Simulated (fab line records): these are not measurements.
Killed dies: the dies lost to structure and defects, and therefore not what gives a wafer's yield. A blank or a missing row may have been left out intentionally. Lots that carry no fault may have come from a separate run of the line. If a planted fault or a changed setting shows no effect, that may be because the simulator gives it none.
Split-lot study | flow n5Finfet | 39 wafers read across 7 lots, on a route 1938 steps long

== SPLIT DETAILS ==
At N5_MOL_CONTACT_COAG_ETCHBACK_135 (etches SiO2 in CHF3, target depth 25 nm, time 16.7 s), the setting timeS was moved away from the recipe's 16.7 s on 18 of the 39 wafers read, by -13.4% to +19.5%. The other wafers ran this setting at the recipe's value.

Reading taken at the split's own step.

== THE READING ==
SOC_of_MOL_CONTACT_COAG_COAT_75.thkNm (the simulator's own value, which no gauge read), in nm, at N5_MOL_CONTACT_COAG_ETCHBACK_135 (etches SiO2 in CHF3, target depth 25 nm, time 16.7 s). There is no usual value for it anywhere in the file. The 21 wafers here that ran the recipe average 57.5 nm, standard deviation 0.21 nm.

wafer  | tool, chamber at the split | timeS as run, s | against the recipe | SOC_of_MOL_CONTACT_COAG_COAT_75.thkNm, nm | against lot-mates on the recipe
L076.1 | rieDiel-06, 1,2            | 16.7            | recipe             | 57.6                                      | -
L076.3 | rieDiel-06, 1,2            | 16.7            | recipe             | 57.6                                      | -
L076.2 | rieDiel-06, 3,2            | 18.41           | +10.2%             | 57.2                                      | -0.3
L076.4 | rieDiel-06, 3,2            | 18.41           | +10.2%             | 57.2                                      | -0.3
L076.5 | rieDiel-06, 1              | 18.41           | +10.2%             | 57.4                                      | -0.1
L076.6 | rieDiel-06, 3              | 16.7            | recipe             | 57.4                                      | -
L077.1 | rieDiel-05, 2              | 16.7            | recipe             | 57.4                                      | -
L077.2 | rieDiel-05, 3,1            | 16.7            | recipe             | 57                                        | -
L077.6 | rieDiel-05, 3,1            | 16.7            | recipe             | 57                                        | -
L077.3 | rieDiel-05, 1,3,2          | 19.96           | +19.5%             | 56.6                                      | -0.5
L077.4 | rieDiel-05, 1,3,2          | 19.96           | +19.5%             | 56.6                                      | -0.5
L077.5 | rieDiel-05, 1,3,2          | 19.96           | +19.5%             | 56.6                                      | -0.5
L079.1 | rieDiel-04, 0,2            | 16.7            | recipe             | 57.6                                      | -
L079.2 | rieDiel-04, 0,2            | 16.7            | recipe             | 57.6                                      | -
L079.4 | rieDiel-04, 3              | 16.7            | recipe             | 57.4                                      | -
L081.1 | rieDiel-06, 0              | 17.97           | +7.6%              | 57.4                                      | -0.2
L081.2 | rieDiel-06, 3,1,0          | 16.7            | recipe             | 57.6                                      | -
L081.3 | rieDiel-06, 3,1,0          | 16.7            | recipe             | 57.6                                      | -
L081.5 | rieDiel-06, 3,1,0          | 16.7            | recipe             | 57.6                                      | -
L081.4 | rieDiel-06, 2,1            | 17.97           | +7.6%              | 57.2                                      | -0.4
L081.6 | rieDiel-06, 2,1            | 17.97           | +7.6%              | 57.2                                      | -0.4
L084.1 | rieDiel-04, 1,3            | 16.7            | recipe             | 57.6                                      | -
L084.5 | rieDiel-04, 1,3            | 16.7            | recipe             | 57.6                                      | -
L084.2 | rieDiel-04, 3              | 18.86           | +12.9%             | 57.2                                      | -0.5
L084.3 | rieDiel-04, 0              | 16.7            | recipe             | 57.8                                      | -
L084.4 | rieDiel-04, 2              | 18.86           | +12.9%             | 57.4                                      | -0.3
L084.6 | rieDiel-04, 2              | 18.86           | +12.9%             | 57                                        | -0.7
L086.1 | rieDiel-06, 0,3            | 14.46           | -13.4%             | 58                                        | +0.3
L086.4 | rieDiel-06, 0,3            | 14.46           | -13.4%             | 58                                        | +0.3
L086.2 | rieDiel-06, 1,3            | 16.7            | recipe             | 57.8                                      | -
L086.5 | rieDiel-06, 1,3            | 16.7            | recipe             | 57.8                                      | -
L086.3 | rieDiel-06, 2              | 16.7            | recipe             | 57.6                                      | -
L086.6 | rieDiel-06, 0              | 14.46           | -13.4%             | 58.2                                      | +0.5
L090.1 | rieDiel-04, 3              | 17.92           | +7.3%              | 57.2                                      | -0.3
L090.2 | rieDiel-04, 1              | 16.7            | recipe             | 57.6                                      | -
L090.4 | rieDiel-04, 1              | 16.7            | recipe             | 57.6                                      | -
L090.3 | rieDiel-04, 2              | 17.92           | +7.3%              | 57.4                                      | -0.1
L090.6 | rieDiel-04, 2              | 17.92           | +7.3%              | 57.4                                      | -0.1
L090.5 | rieDiel-04, 3              | 16.7            | recipe             | 57.4                                      | -
The file does not say which wafer passed through which chamber wherever a row lists several chambers: such a row stands for several wafers.

FIT RESULTS
A straight line over all 39 wafers: SOC_of_MOL_CONTACT_COAG_COAT_75.thkNm changes by -0.0389 nm for each +1% of timeS; r = -0.85; the points scatter about the line by 0.19 nm.
The same after taking each lot's own level away (the mean of its wafers on the recipe; 39 wafers): -0.0285 nm for each +1%; r = -0.89; scatter 0.12 nm.
Per that fit: largest timeS move, reading shift of 0.56 nm.
The lots' own levels span 57.13 to 57.73 nm, that is 2.9 times the standard deviation above.
So the slope is not independent of the lot-to-lot level: the two fits are not the same.
Check: for one of the wafers moved furthest among these (+19.5%), held out of the fit, the line's prediction against its lot-mates is -0.579 nm. It came out at -0.533 nm against them.

== THESE WAFERS: OTHER SPLITS ==
Note: prior to the reading, these wafers also went through further splits. Each is held against what the fit with the lots' levels taken away leaves over:
other split on the same wafers     | wafers away from the commonest value | r with SOC_of_MOL_CONTACT_COAG_COAT_75.thkNm (lot level and that fit taken away)
N5_ZERO_LAYER_PECVD_02 targetThkA  | 6                                    | +0.02
N5_DUMMY_GATE_EXPOSE_12 doseMj     | 12                                   | -0.08
N5_DUMMY_GATE_ETCH_44 targetDepthA | 15                                   | +0.03
N5_SD_EPI_N_EPI_21 epiGrowthTimeS  | 15                                   | +0.17
N5_MOL_CONTACT_COAG_ETCH_105 biasW | 15                                   | -0.16

== THE FILE'S OWN FIT ==
SOC_of_MOL_CONTACT_COAG_COAT_75.thkNm changes by -0.0293 nm for each +1% of timeS, r = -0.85.
